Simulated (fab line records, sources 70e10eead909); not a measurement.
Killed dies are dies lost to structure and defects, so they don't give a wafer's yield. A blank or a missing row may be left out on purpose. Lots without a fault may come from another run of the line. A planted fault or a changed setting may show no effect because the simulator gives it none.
Chamber matching | flow nand_harc | NHARC_P_STI_ETCH_42 on rie_diel-02: 4 sister chambers
The step etches the open film in N2/H2, target depth 80 nm, overetch 24 nm, time 61 s. 4 wafers are shown with their chamber, then 8 later ones without.

WAFERS WITH THEIR CHAMBER
wafer  | chamber | showerhead_plenum_p_Torr (Torr)
L082.6 | 0       | 2.21
L084.2 | 1       | 1.90
L084.6 | 2       | 2.09
L087.4 | 3       | 2.13

WAFERS WITHOUT THEIR CHAMBER
wafer  | showerhead_plenum_p_Torr (Torr)
L087.5 | 2.20
L087.6 | 2.13
L093.1 | 2.13
L093.2 | 2.20
L093.5 | 2.13
L094.1 | 1.90
L094.2 | 2.13
L094.5 | 2.20

WHICH CHAMBER EACH WENT THROUGH
wafer  | from the rows above | in truth
L087.5 | 0                   | 0
L087.6 | 3                   | 3
L093.1 | 3                   | 3
L093.2 | 0                   | 0
L093.5 | 3                   | 3
L094.1 | 1                   | 1
L094.2 | 3                   | 3
L094.5 | 0                   | 0
Placed correctly: 8 of 8. Can't be placed from these rows: 0. Placed wrongly: 0.
How it was worked out, from the rows above alone: a wafer's distance from a chamber is the root of the sum, over the readings, of the square of ((its reading less the chamber's mean) divided by the reading's scatter). The wafer belongs to the nearest chamber; if the next one is less than 2 further off, it can't be placed. A chamber's mean is the mean of its shown wafers. The scatter: with one shown wafer a chamber, the root of the mean of the squares of how far each hidden wafer lies from its nearest shown one.
